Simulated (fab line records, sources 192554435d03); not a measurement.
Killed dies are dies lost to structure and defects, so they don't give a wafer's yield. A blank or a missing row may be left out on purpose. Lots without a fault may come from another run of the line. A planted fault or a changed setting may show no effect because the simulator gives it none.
Chamber matching | flow n5_finfet | N5_BEOL_M1_PRE_CLEAN_60 on cvd_co-01: 3 sister chambers
The step time 15 s. 3 wafers are shown with their chamber, then 6 later ones without.

WAFERS WITH THEIR CHAMBER
wafer  | chamber | heater_power_w (W)
L649.1 | 2       | 70
L655.5 | 1       | 89
L655.6 | 0       | 82

WAFERS WITHOUT THEIR CHAMBER
wafer  | heater_power_w (W)
L657.1 | 92
L657.2 | 80
L657.4 | 90
L666.3 | 89
L666.5 | 90
L666.6 | 83

WHICH CHAMBER EACH WENT THROUGH
wafer  | from the rows above | in truth
L657.1 | 1                   | 1
L657.2 | 0                   | 0
L657.4 | 1                   | 1
L666.3 | 1                   | 1
L666.5 | 1                   | 1
L666.6 | 0                   | 0
Placed correctly: 6 of 6. Can't be placed from these rows: 0. Placed wrongly: 0.
How it was worked out, from the rows above alone: a wafer's distance from a chamber is the root of the sum, over the readings, of the square of ((its reading less the chamber's mean) divided by the reading's scatter). The wafer belongs to the nearest chamber; if the next one is less than 2 further off, it can't be placed. A chamber's mean is the mean of its shown wafers. The scatter: with one shown wafer a chamber, the root of the mean of the squares of how far each hidden wafer lies from its nearest shown one.
